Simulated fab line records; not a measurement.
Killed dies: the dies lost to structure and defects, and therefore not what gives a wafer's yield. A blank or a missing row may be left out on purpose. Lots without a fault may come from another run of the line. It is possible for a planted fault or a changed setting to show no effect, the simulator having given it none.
fab line records	flow n5-finfet
[record] lots = 5	wafers = 15	last-day = 17
route steps=1938 shown BEOL_M15@1807
lots with no fault: from the same line, run without faults
start-h: hours from the record's opening day to when the first of the lot's shown wafers began	wait-h: hours since the lot's step before	" repeats the value in the row above	L1.1+2: a row that stands for several wafers	- no value present, or no start provided	* or withheld: withheld	< > ~ a bound
route shown NAME@n: names a module that has steps shown in the file, with the first one's number in the route	usual: average and standard deviation across the fault-free wafers	same: alike in all rows	chamber/n: place in a boat	sites: the reading at each site	_std_site: the values' standard deviation	_edge_site: the outer-site mean with the inner-site mean subtracted	radius-mm: for every site, how far away it sits from the centre of the wafer	mask NAME#n: copy n	behind: the most recent tool/chamber to have shaped the wafer	hold: the reason the lot was held/the length of the hold in hours/how it ended	device: the n, p or np transistor that did not switch	end of line: the route-end tests of the same wafers	a step without rows: its recipe alone	killed: dies lost to structure and defects at the first sort, not the wafer's yield	map: a wafer's dies, x killed, . not, _ none there
set.NAME: the setting the step ran with; set.NAME@STEP: the setting that earlier step ran with	model.NAME: the simulator's own value behind a step, which no gauge read
lots at some steps of the route; a table a step, a row a wafer
services: a tool's chamber out of use, with start hour (start-h, from the record's first day; less than 0 if before it), hours out, and reason
[[steps]]
[step N5_BEOL_M15_DESCUM_33]
[recipe] chemistry = O2	time-s = 7.9	source-power-w = 50	bias-power-w = 20	pressure-mtorr = 20	rf-frequency-hz = 2.712e+07	temp-c = 40	o2-flow-sccm = 225
[step N5_BEOL_M15_ETCH_61]
[recipe] chemistry = N2/H2	target = BARC	target-depth-a = 890	overetch-a = 267	time-s = 67.9	ion-energy-ev = 200	pressure-mtorr = 30	source-w = 840	bias-w = 150	n2-flow-sccm = 200	h2-flow-sccm = 200
[usual] chamber-pressure-mTorr = 29.998/0.026	drypump-motor-current-A = 5.48/0.28	h2-flow-sccm = 200.0/0.6	oes-product-au = 0.68/0.078	rf-vpp-V = 523.0/2.8	showerhead-plenum-p-Torr = 2.51/0.097	throttle-valve-pct = 17.85/0.28
lot.wafer	tool	chamber	start-h	wait-h	chamber-pressure-mTorr	drypump-motor-current-A	h2-flow-sccm	oes-product-au	rf-hours-counter-h	rf-vpp-V	showerhead-plenum-p-Torr	throttle-valve-pct
L897.4	rie-diel-01	2	267.68	0.0	29.975	5.68	199.2	0.60	240	522.9	2.51	18.15
L897.5	"	1	"	"	29.987	5.62	199.7	0.60	-	525.8	2.62	18.04
L897.6	"	2	"	"	29.992	5.69	200.6	0.60	-	523.5	2.51	18.15
L898.2	rie-diel-06	3	271.46	0.0	29.983	5.08	200.4	0.60	239	519.5	2.40	18.02
L898.3	"	1	"	"	29.984	5.98	199.0	0.72	57	525.8	2.58	17.69
L898.6	"	3	"	"	30.020	5.07	201.6	0.61	-	520.2	2.40	18.03
L907.3	rie-diel-01	0	336.39	0.0	30.003	5.08	199.8	0.67	114	524.3	2.55	18.04
L907.4	"	3	"	"	29.948	5.65	200.5	0.62	-	522.2	2.44	17.81
L907.6	"	2	"	"	30.000	5.66	199.7	0.84	-	523.8	2.50	17.72
L910.2	rie-diel-01	2	371.80	0.0	30.031	5.68	199.8	0.80	15	522.2	2.50	17.76
L910.3	"	3	"	"	30.030	5.69	199.1	0.61	191	521.6	2.43	17.82
L910.4	"	0	"	"	30.017	5.10	200.7	0.66	123	523.6	2.55	18.04
L914.1	rie-diel-03	3	390.88	0.0	30.018	5.70	200.4	0.76	36	521.5	2.49	17.89
L914.2	"	2	"	"	29.985	5.28	199.2	0.60	235	524.0	2.51	18.49
L914.6	"	3	"	"	29.936	5.70	200.0	0.75	-	521.8	2.49	17.88
[step N5_BEOL_M15_TRENCH_ETCH_34]
[recipe] chemistry = C4F8/O2/Ar	target = SiO2	target-depth-a = 8729.3	he-inner-torr = 15	he-outer-torr = 30	time-s = 199	ion-energy-ev = 800	pressure-mtorr = 20	source-w = 1905	bias-w = 2040	Ar_flow_sccm = 400	C4F8_flow_sccm = 16	O2_flow_sccm = 12
[step N5_BEOL_M15_STRIP_36]
[recipe] chemistry = O2	power-w = 600	temp-c = 60	pressure-mtorr = 30	rf-frequency-hz = 6e+07	bias-power-w = 0	overash-fraction = 0.3	o2-flow-sccm = 225
[usual] chamber-pressure-mTorr = 30.01/0.056	drypump-motor-current-A = 5.55/0.28	oes-product-au = 0.81/0.094	rf-vpp-V = 3.7/0.93	showerhead-plenum-p-Torr = 2.08/0.074	throttle-valve-pct = 16.58/0.23
lot.wafer	tool	chamber	start-h	wait-h	chamber-pressure-mTorr	drypump-motor-current-A	oes-product-au	rf-hours-counter-h	rf-vpp-V	showerhead-plenum-p-Torr	throttle-valve-pct
L897.4	rie-diel-01	2	268.07	0.1	30.01	5.69	0.71	240	6.1	2.07	16.93
L897.5	"	0	"	"	29.95	5.07	0.80	-	3.1	2.12	16.87
L897.6	"	1	"	"	29.95	5.57	0.70	-	4.7	2.15	16.82
L898.2	rie-diel-01	2	273.76	2.1	29.99	5.69	0.69	241	2.7	2.07	16.91
L898.3	"	1	"	"	30.01	5.61	0.69	241	3.8	2.15	16.85
L898.6	"	0	"	"	30.08	5.06	0.79	-	4.2	2.12	16.87
L907.3	rie-diel-03	3	342.79	6.1	30.17	5.71	0.94	17	4.5	2.06	16.62
L907.4	"	2	"	"	30.10	5.30	0.70	-	2.8	2.08	17.22
L907.6	"	1	"	"	30.05	5.22	0.74	-	4.0	1.91	16.49
L910.2	rie-diel-01	2	373.43	1.4	30.00	5.69	0.92	16	3.2	2.06	16.51
L910.3	"	3	"	"	30.09	5.66	0.72	192	3.5	1.99	16.48
L910.4	"	0	"	"	29.93	5.08	0.77	124	2.1	2.11	16.92
L914.1	rie-diel-03	1	391.92	0.8	29.98	5.20	0.72	204	5.9	1.91	16.50
L914.2	"	2	"	"	29.89	5.28	0.68	235	5.5	2.07	17.29
L914.6	"	0	"	"	30.12	5.56	0.96	-	4.3	2.06	16.24
[step N5_BEOL_M15_STRIP_62]
[recipe] chemistry = O2	power-w = 600	temp-c = 60	pressure-mtorr = 30	rf-frequency-hz = 6e+07	bias-power-w = 0	overash-fraction = 0.3	o2-flow-sccm = 225
[usual] chamber-pressure-mTorr = 30.001/0.028	drypump-motor-current-A = 5.55/0.28	oes-product-au = 0.80/0.093	rf-vpp-V = 3.7/0.46	showerhead-plenum-p-Torr = 2.08/0.074	throttle-valve-pct = 16.58/0.24
lot.wafer	tool	chamber	start-h	wait-h	chamber-pressure-mTorr	drypump-motor-current-A	oes-product-au	rf-hours-counter-h	rf-vpp-V	showerhead-plenum-p-Torr	throttle-valve-pct
L897.4	rie-diel-01	2	-	-	30.041	5.68	0.70	240	4.2	2.07	16.91
L897.5	"	0	"	"	29.980	5.06	0.79	-	3.4	2.12	16.87
L897.6	"	1	"	"	29.999	5.57	0.69	-	3.8	2.15	16.82
L898.2	rie-diel-01	2	-	-	30.005	5.67	0.70	242	3.4	2.07	16.90
L898.3	"	1	"	"	30.030	5.60	0.69	241	3.9	2.15	16.82
L898.6	"	0	"	"	29.996	5.06	0.80	-	4.4	2.12	16.86
L907.3	rie-diel-03	3	-	-	29.993	5.69	0.92	17	4.1	2.06	16.63
L907.4	"	2	"	"	29.984	5.29	0.70	-	3.1	2.08	17.23
L907.6	"	1	"	"	30.010	5.19	0.73	-	4.4	1.91	16.51
L910.2	rie-diel-01	2	-	-	29.994	5.68	0.93	16	3.9	2.06	16.49
L910.3	"	3	"	"	30.032	5.68	0.71	192	3.6	1.99	16.45
L910.4	"	0	"	"	29.994	5.08	0.76	124	3.3	2.11	16.90
L914.1	rie-diel-03	1	-	-	29.972	5.24	0.72	204	4.0	1.91	16.53
L914.2	"	2	"	"	30.026	5.29	0.69	235	2.7	2.07	17.27
L914.6	"	0	"	"	30.003	5.55	0.98	-	4.1	2.06	16.23
[step N5_BEOL_M15_STRIP_37]
[recipe] chemistry = O2	power-w = 600	temp-c = 60	pressure-mtorr = 30	rf-frequency-hz = 6e+07	bias-power-w = 0	overash-fraction = 0.3	o2-flow-sccm = 225
[step N5_BEOL_M15_ETCH_38]
[recipe] chemistry = CF4/N2	target = SiCN	target-depth-a = 1064	taper-deg = 2	time-s = 120.5	ion-energy-ev = 150	mask-material = SiO2	pressure-mtorr = 40	source-w = 430	bias-w = 70	Ar_flow_sccm = 100	cf4-flow-sccm = 60	n2-flow-sccm = 60
[step N5_BEOL_M15_PRECLEAN_39]
[recipe] chemistry = residue-remover	time-s = 60	temp-c = 40
[step N5_BEOL_M15_SRD_40]
[recipe] time-s = 30	temp-c = 23	rinse-liquid = diw	dry = n2-spin	spin-rpm = 1500	dry-time-s = 30
[step N5_BEOL_M15_DEGAS_41]
[recipe] ambient = vacuum	temp-c = 300	time-s = 60
[usual] heater-power-w = 459/43
lot.wafer	tool	chamber	start-h	wait-h	heater-power-w
L897.4	pvd-sputter-02	-	269.79	1.4	423
L897.5	"	-	"	"	455
L897.6	"	-	"	"	410
L898.2	pvd-sputter-03	-	274.54	0.5	415
L898.3	"	-	"	"	494
L898.6	"	-	"	"	420
L907.3	pvd-sputter-02	-	343.61	0.5	410
L907.4	"	-	"	"	565
L907.6	"	-	"	"	550
L910.2	pvd-sputter-02	-	374.05	0.3	503
L910.3	"	-	"	"	443
L910.4	"	-	"	"	557
L914.1	pvd-sputter-02	-	392.68	0.4	535
L914.2	"	-	"	"	447
L914.6	"	-	"	"	512
[step N5_BEOL_M15_PRE_CLEAN_42]
[recipe] gas = H2/He	time-s = 30	temp-c = 300
[usual] heater-power-w = 459/42
lot.wafer	tool	chamber	start-h	wait-h	heater-power-w
L897.4	pvd-sputter-02	-	269.83	0.0	420
L897.5	"	-	"	"	458
L897.6	"	-	"	"	416
L898.2	pvd-sputter-03	-	274.58	0.0	430
L898.3	"	-	"	"	493
L898.6	"	-	"	"	414
L907.3	pvd-sputter-02	-	343.65	0.0	425
L907.4	"	-	"	"	558
L907.6	"	-	"	"	552
L910.2	pvd-sputter-02	-	374.09	0.0	498
L910.3	"	-	"	"	450
L910.4	"	-	"	"	546
L914.1	pvd-sputter-02	-	392.72	0.0	548
L914.2	"	-	"	"	451
L914.6	"	-	"	"	510
[step N5_BEOL_M15_SPUTTER_43]
[recipe] material = TaN	target-thk-a = 150	temp-c = 50	bias-v = 168.6	power-w = 15000	chamber-pressure-pa = 0.12	time-s = 24.19
[usual] chamber-pressure-pa = 0.11999/0.00022	throttle-valve-pct = 30.2/0.98
lot.wafer	tool	chamber	start-h	wait-h	chamber-pressure-pa	throttle-valve-pct	model.TaN_of_BEOL_M15_SPUTTER_43.thk-nm
L897.4	pvd-sputter-02	-	269.87	0.0	0.11983	29.0	15.2
L897.5	"	-	"	"	0.12013	31.6	15
L897.6	"	-	"	"	0.12007	29.2	15.2
L898.2	pvd-sputter-03	-	274.62	0.0	0.12015	30.6	14.8
L898.3	"	-	"	"	0.11993	30.3	14.8
L898.6	"	-	"	"	0.11989	30.6	14.8
L907.3	pvd-sputter-02	-	343.69	0.0	0.11998	29.5	15
L907.4	"	-	"	"	0.12024	31.6	15
L907.6	"	-	"	"	0.12004	31.5	14.8
L910.2	pvd-sputter-02	-	374.13	0.0	0.11991	29.0	15.2
L910.3	"	-	"	"	0.12028	31.7	15
L910.4	"	-	"	"	0.12032	31.5	15.2
L914.1	pvd-sputter-02	-	392.76	0.0	0.11998	31.3	15.2
L914.2	"	-	"	"	0.12036	31.4	8.4
L914.6	"	-	"	"	0.12006	28.8	15.2
[step N5_BEOL_M15_SPUTTER_44]
[recipe] material = Ta	target-thk-a = 150	temp-c = 50	bias-v = 80	power-w = 15000	chamber-pressure-pa = 0.07	time-s = 24.19
[step N5_BEOL_M15_SPUTTER_45]
[recipe] material = Cu	target-thk-a = 1000	temp-c = -20	bias-v = 60	power-w = 26000	chamber-pressure-pa = 0.13	time-s = 16.67
[step N5_BEOL_M15_ECD_47]
[recipe] material = Cu	target-thk-a = 18600
[step N5_BEOL_M15_ANNEAL_48]
[recipe] temp-c = 225	time-s = 90	ambient = N2
[step N5_BEOL_M15_CMP_49]
[recipe] stop-on = SiO2	t-overpolish-s = 4.9	down-force-psi = 2	platen-rpm = 80	clearing-platen-down-force-psi = 2	clearing-platen-rpm = 80	post-cmp-clean = cu-alkaline	target-thk-nm = 850	clearing-platen-pad-velocity-m-s = 1.5917	pad-velocity-m-s = 1.5917
[usual] barrier-field-endpoint-s = 11.47/0.25	clearing-platen-down-force-psi = 2.000/0.0041	motor-current-A = 7.9/0.68	platen-rpm = 80.00/0.053
lot.wafer	tool	chamber	start-h	wait-h	barrier-field-endpoint-s	clearing-platen-down-force-psi	motor-current-A	platen-rpm
L897.4	cmp-04	2	270.73	0.2	11.79	2.002	9.1	80.08
L897.5	"	1	"	"	11.17	2.006	8.1	80.02
L897.6	"	2	"	"	11.60	2.007	9.0	80.02
L898.2	cmp-04	3	275.51	0.3	11.12	1.997	8.2	80.05
L898.3	"	0	"	"	11.18	2.006	7.4	80.05
L898.6	"	2	"	"	11.38	2.004	8.9	80.09
L907.4	cmp-02	1	344.85	0.3	11.09	1.995	6.9	79.99
L907.3	"	2	"	"	11.38	2.000	7.9	80.11
L907.6	"	0	"	"	11.36	1.994	7.2	79.98
L910.2	cmp-01	1	375.98	0.4	11.54	2.004	8.4	80.01
L910.3	"	2	"	"	11.38	2.003	7.9	80.04
L910.4	"	0	"	"	11.43	1.998	7.8	79.99
L914.2	cmp-01	3	393.58	0.2	9.02	2.005	6.9	79.97
L914.1	"	2	"	"	11.72	2.002	7.6	79.97
L914.6	"	0	"	"	11.34	1.991	7.6	79.97
[step N5_BEOL_M15_THK_MEAS_50]
[recipe] thk-meas-gauge = xrf	reads = Cu_of_BEOL_M15_ECD_47
[usual] M15_THK = 849/15
lot.wafer	tool	chamber	start-h	wait-h	M15_THK[nm]
L897.4	film-metro-01	-	270.99	-	843
L897.5	"	-	"	"	856
L897.6	"	-	"	"	846
L898.2	film-metro-01	-	275.74	-	830
L898.3	"	-	"	"	859
L898.6	"	-	"	"	831
L907.3	film-metro-01	-	345.08	-	843
L907.4	"	-	"	"	843
L907.6	"	-	"	"	838
L910.2	film-metro-02	-	376.27	-	836
L910.3	"	-	"	"	846
L910.4	"	-	"	"	842
L914.1	film-metro-01	-	393.87	-	868
L914.2	"	-	"	"	860
L914.6	"	-	"	"	870
[[services]]
tool	chamber	start-h	hours	kind
rie-diel-03	3	244.60	9.1	repair
cmp-02	-	248.20	7.1	repair
cmp-04	-	255.24	0.7	repair
rie-diel-06	2	269.26	3.9	repair
rie-diel-01	0	275.92	17.7	repair
cmp-02	-	278.99	1.1	repair
cmp-02	-	289.69	5.1	repair
rie-diel-01	2	304.47	-	clean
rie-diel-01	2	304.47	-	consumable-replace:focus-ring
rie-diel-01	2	304.47	25.8	scheduled-down
rie-diel-01	2	304.47	25.8	vent-cycle
cmp-04	-	306.38	0.4	repair
cmp-04	-	314.71	4.0	pm
rie-diel-01	1	330.27	-	clean
rie-diel-01	1	330.27	-	consumable-replace:focus-ring
rie-diel-01	1	330.27	16.7	scheduled-down
cmp-02	-	336.76	0.9	repair
rie-diel-03	-	339.99	0.7	repair
cmp-01	-	343.50	0.9	repair
rie-diel-06	0	356.11	2.4	repair
rie-diel-01	0	358.70	5.0	repair
rie-diel-03	0	364.52	16.1	repair
rie-diel-01	0	367.00	3.0	repair
rie-diel-06	2	374.77	20.6	repair
[[key]]
[first-sign] step = N5_BEOL_M15_CMP_49	reading = barrier-field-endpoint-s	direction = down	sigmas = 9.9	usual = 11.47	struck = 9.02
effect none on later readings
[model-effect] step = N5_BEOL_M15_SPUTTER_43	value = TaN_of_BEOL_M15_SPUTTER_43.thk-nm	without = 15	struck = 8.4
met-at N5_BEOL_M15_SPUTTER_43
struck-wafers L914.2
onset-between 374.13 392.76
[fault] kind = process-parameter-drift	tool = pvd-sputter-02	chamber = -	onset-h = 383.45	steps = N5_BEOL_M15_SPUTTER_43	channel = time-s	offset = *	shape = step	end-h = 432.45	scope = struck-wafers-only	acts-in = *	stated = *
